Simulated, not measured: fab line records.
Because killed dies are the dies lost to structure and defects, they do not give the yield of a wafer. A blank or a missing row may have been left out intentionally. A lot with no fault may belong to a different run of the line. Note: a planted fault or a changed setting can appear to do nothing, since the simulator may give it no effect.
Which tool did it? / flow nandHarc / 33 wafers from 11 lots sampled at 2 of the route's 1302 steps

== WHAT EACH GAUGE READ, for each wafer ==
NHARC_THIN_TSV_THK_MEAS_02: measures by ir.
lot=L774; measured=day 24 09:02; on=filmMetro-01; thkNm (nm)=2944 3098 3179
lot=L775; measured=day 24 07:10; on=filmMetro-02; thkNm (nm)=2910 3177 2905
lot=L777; measured=day 25 13:21; on=filmMetro-01; thkNm (nm)=3103 3133 3022
lot=L778; measured=day 26 09:38; on=filmMetro-01; thkNm (nm)=2958 3092 3019
lot=L779; measured=day 26 08:26; on=filmMetro-01; thkNm (nm)=2819 2812 3036
lot=L780; measured=day 27 01:39; on=filmMetro-01; thkNm (nm)=3226 3178 3198
lot=L783; measured=day 28 10:12; on=filmMetro-01; thkNm (nm)=2914
lot=L784; measured=day 28 12:35; on=filmMetro-01; thkNm (nm)=2844 3384
lot=L792; measured=day 31 13:55; on=filmMetro-02; thkNm (nm)=3399 3260 3519
lot=L794; measured=day 32 10:41; on=filmMetro-02; thkNm (nm)=2646 2752 2791
lot=L793; measured=day 32 11:52; on=filmMetro-02; thkNm (nm)=2695 2954 2894

== EACH LOT AND THE TOOL THAT RAN IT (in order: tool; ch and the chambers of the sampled wafers; start) ==
lot=L774; NHARC_A_STAIRCASE_DEP_325=pecvd-03 ch 0,2, day 19 00:06
lot=L775; NHARC_A_STAIRCASE_DEP_325=pecvd-01 ch 0,2, day 19 11:27
lot=L777; NHARC_A_STAIRCASE_DEP_325=pecvd-03 ch 0,1, day 20 09:45
lot=L778; NHARC_A_STAIRCASE_DEP_325=pecvd-01 ch 0,1,2, day 21 05:17
lot=L779; NHARC_A_STAIRCASE_DEP_325=pecvd-03 ch 0,1,2, day 21 05:34
lot=L780; NHARC_A_STAIRCASE_DEP_325=pecvd-03 ch 0,2, day 21 19:54
lot=L783; NHARC_A_STAIRCASE_DEP_325=pecvd-03 ch 0,1, day 22 18:05
lot=L784; NHARC_A_STAIRCASE_DEP_325=pecvd-03 ch 0,1,2, day 23 04:26
lot=L792; NHARC_A_STAIRCASE_DEP_325=pecvd-01 ch 1,2, day 26 08:28
lot=L794; NHARC_A_STAIRCASE_DEP_325=pecvd-01 ch 0,1,2, day 27 03:59
lot=L793; NHARC_A_STAIRCASE_DEP_325=pecvd-04 ch 0,1,2, day 27 03:59
- NHARC_A_STAIRCASE_DEP_325: deposits SiO2, target thk 7200 nm.

== THE ANSWER, worked out from the rows above alone ==
Rule: what is usual is taken from the lots themselves. Put in order of their means at a reading, lots are off if they are a third of the lots or fewer, leave a main group of 4 or more, and stand apart from it by a gap of 3 or more times the standard deviation of the main group's means; of several such gaps the widest counts. Not used: any main group whose means are identical at the precision the tables above print for the reading. A lot without any number at a reading at which 4 lots or more have one is off too. The other lots that the step has rows for count as sound.
None of the lots is off at any reading shown; this tells nothing.

== WHAT THE SIMULATOR HAD INSERTED ==
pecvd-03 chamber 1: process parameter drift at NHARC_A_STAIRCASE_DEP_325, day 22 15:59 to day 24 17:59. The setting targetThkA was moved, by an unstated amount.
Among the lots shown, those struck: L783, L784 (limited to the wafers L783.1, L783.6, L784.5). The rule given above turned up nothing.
